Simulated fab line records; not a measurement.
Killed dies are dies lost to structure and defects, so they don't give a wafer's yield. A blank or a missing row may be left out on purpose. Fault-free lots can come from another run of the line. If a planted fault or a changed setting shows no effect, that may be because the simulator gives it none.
Struck lot and sound lot, side by side	flow n5_finfet	40 steps out of a route of 1938
Sound: wafers L452.2, L452.3, L452.6. Wafers L444.3, L444.5, L444.6 were the ones struck. Last of all comes the cause.
For every step that has rows: the tool of each side, followed by ch and its chambers, followed by its first start. Under that, the readings that differ: sound wafers	struck wafers	difference of the means	sigmas: that difference in standard deviations of wafers without a fault.
alike: a reading whose means differ by less than 2 such deviations, as well as words and numbers matching on both sides. not compared: withheld readings; readings where some wafer has no value; bounds like >300 that might hide an equal value; numbers whose values overlap and for which the record gives no deviation.
Wherever a step has rows on one side only, a row that says differs or no value, or a row with sigmas, the two part there. Non-overlapping numbers with no deviation appear without sigmas and do not part them. Lack of a reading on every wafer of one side parts them only where that side has two or more wafers.

first, 11 steps without rows for these wafers: N5_HKMG_FIN_STRIP_60 (strips in N2/H2, time 360 s); N5_HKMG_FIN_WET_ETCH_77 (etches La2O3 in dHCl, stops on HfO2, target depth 2 nm); N5_HKMG_FIN_WET_ETCH_78 (etches Al2O3 in dNH4OH, stops on La2O3, target depth 4.5 nm, rinse time 30 s); N5_HKMG_FIN_ALD_79 (deposits TiN, target thk 1.5 nm, pulse time 1 s, purge time 3 s); N5_HKMG_FIN_CVD_62 (deposits a-Si from Si2H6, target thk 3 nm, time 20.8 s); N5_HKMG_FIN_RTA_80 (time 2 s); N5_HKMG_FIN_PRECLEAN_64 (cleans in dHF, time 30 s); N5_HKMG_FIN_WET_ETCH_65 (etches a-Si in TMAH, stops on TiN, time 49 s, target depth 3 nm); N5_HKMG_FIN_WET_ETCH_81 (etches TiN in SC1, stops on HfO2, time 57 s, target depth 6 nm); N5_HKMG_FIN_WET_ETCH_82 (etches La2O3 in dHCl, stops on HfO2, target depth 2 nm, rinse time 30 s); N5_HKMG_FIN_ALD_36 (deposits TiN, target thk 1 nm, pulse time 1 s, purge time 3 s).
N5_HKMG_FIN_PWFM_ALD_03: deposits TiN, target thk 2 nm, pulse time 1 s, purge time 3 s.
  sound on ald_metal-01 ch 1,3, day 9 07:17; struck on ald_metal-01 ch 0,2,3, day 7 04:34
  no value came back on the struck wafers for ald_cycles, chamber_pressure_Torr (Torr), heater_power_w (W), precursor_pulse_height_rel; on the sound wafers ald_cycles reads 91 91 91
then, 26 steps without rows for these wafers: N5_HKMG_FIN_COAT_29 (time 60 s, resist thk 300 nm); N5_HKMG_FIN_COAT_30 (time 60 s, resist thk 35 nm); N5_HKMG_FIN_COAT_06 (resist thk 90 nm); N5_HKMG_FIN_EBR_08; N5_HKMG_FIN_SOFTBAKE_07 (time 60 s); N5_HKMG_FIN_EXPOSE_09 (exposes mask NWFM); N5_HKMG_FIN_PEB_10 (peb time 60 s); N5_HKMG_FIN_DEVELOP_11 (develop time 30 s); N5_HKMG_FIN_DESCUM_17 (chemistry O2, time 7.9 s); N5_HKMG_FIN_ETCH_31 (etches SiARC in CF4, target depth 45.5 nm, time 75.8 s); N5_HKMG_FIN_ETCH_32 (etches SOC in N2/H2, target depth 240 nm, time 300 s); N5_HKMG_FIN_STRIP_33 (strips in N2/H2); N5_HKMG_FIN_STRIP_34 (strips in CF4); N5_HKMG_FIN_ETCH_35 (etches SOC in N2/H2, target depth 215.8 nm, time 243.4 s); N5_HKMG_FIN_STRIP_92 (strips SOC in N2/H2, time 20 s); N5_HKMG_FIN_WET_ETCH_18 (etches TiN in SC1, time 55 s, target depth 5.2 nm, rinse time 30 s); N5_HKMG_FIN_STRIP_19 (strips in N2/H2, time 360 s); N5_HKMG_FIN_ALD_91 (deposits TiN, target thk 1 nm, pulse time 1 s, purge time 3 s); N5_HKMG_FIN_COAT_85 (time 60 s, resist thk 300 nm); N5_HKMG_FIN_ETCH_86 (etches SOC in N2/H2, stops on TiN, target depth 393.2 nm); N5_HKMG_FIN_STRIP_89 (strips SOC in N2/H2, time 20 s); N5_HKMG_FIN_WET_ETCH_87 (etches TiN in SC1, time 154.2 s, target depth 4.7 nm, rinse time 30 s); N5_HKMG_FIN_STRIP_88 (strips in N2/H2, time 360 s); N5_HKMG_FIN_NWFM_ALD_20 (deposits TiAlC, target thk 2 nm, pulse time 3 s, purge time 2 s); N5_HKMG_FIN_ALD_71 (deposits TiN, target thk 1 nm, pulse time 1 s, purge time 3 s); N5_HKMG_FIN_COAT_66 (time 60 s, resist thk 300 nm).
-- a jump in the record: the struck wafers' starts before and after are 4 days apart (it breaks off in module HKMG_FIN and resumes in module BEOL_M4, where the first step shown is number 1111 of the route) --
N5_BEOL_M4_RC_MEAS_101:
  sound on prober-02 ch 0, day 12 22:54; struck on prober-02 ch 0, day 11 02:20
reading	sound	struck	difference	sigmas
IOFF_P (nA/um)	0.19 0.21 0.17	0.00 0.00 0.00	-0.19	-5
IOFF_P_85C (nA/um)	3.3 3.6 3.0	0.1 0.1 0.1	-3.2	-6
IOFF_P_LIN (nA/um)	0.090 0.094 0.080	0.002 0.002 0.002	-0.086	-7
IOFF_P_LONG (nA/um)	9.1e-05 9.1e-05 9e-05	4.1e-05 4.2e-05 3.8e-05	-5.0e-05	-7
ION_P (uA/um)	461 467 448	286 303 286	-167	-21
VT_P (mV)	-253 -253 -257	-362 -360 -365	-108	-32
VT_P_LONG (mV)	-278.8 -278.5 -280.8	-387.2 -388.9 -388.1	-108.7	-39
VT_P_LVT (mV)	-100 -98 -102	-210 -206 -211	-109	-34
  alike: DIBL_N, DIBL_P, IOFF_N, ION_N, SS_N, SS_P, VT_N
-- here the record skips 4 days between the struck wafers' starts before and after, leaving off in module BEOL_M4 and picking up in module PASSIVATION (first step shown: number 1936 of the route) --
N5_PASSIVATION_PROBE_49:
  sound on prober-02 at day 17 09:48; struck on prober-01 at day 15 01:36
reading	sound	struck	difference	sigmas
sort_bin_8_speed (%)	0 0 0	92.46 89.92 89.83	+90.74	+99 or more
sort_n_pass	1057 1065 1062	0 0 0	-1061	-62
sort_yield_pct (%)	89.6 90.3 90.0	0 0 0	-90	-60
  alike: defect_limited_yield, killed_at_M0_to_M3, killed_at_M4_up, killed_at_contacts, killed_at_front_end, killed_at_other, killed_dies, killed_open, killed_short, sort_bin_5_function, sort_bin_6_memory

WHERE THEY PART
Last at N5_PASSIVATION_PROBE_49 as far as this record goes, first at N5_HKMG_FIN_PWFM_ALD_03.

WHY: the cause the simulator had injected
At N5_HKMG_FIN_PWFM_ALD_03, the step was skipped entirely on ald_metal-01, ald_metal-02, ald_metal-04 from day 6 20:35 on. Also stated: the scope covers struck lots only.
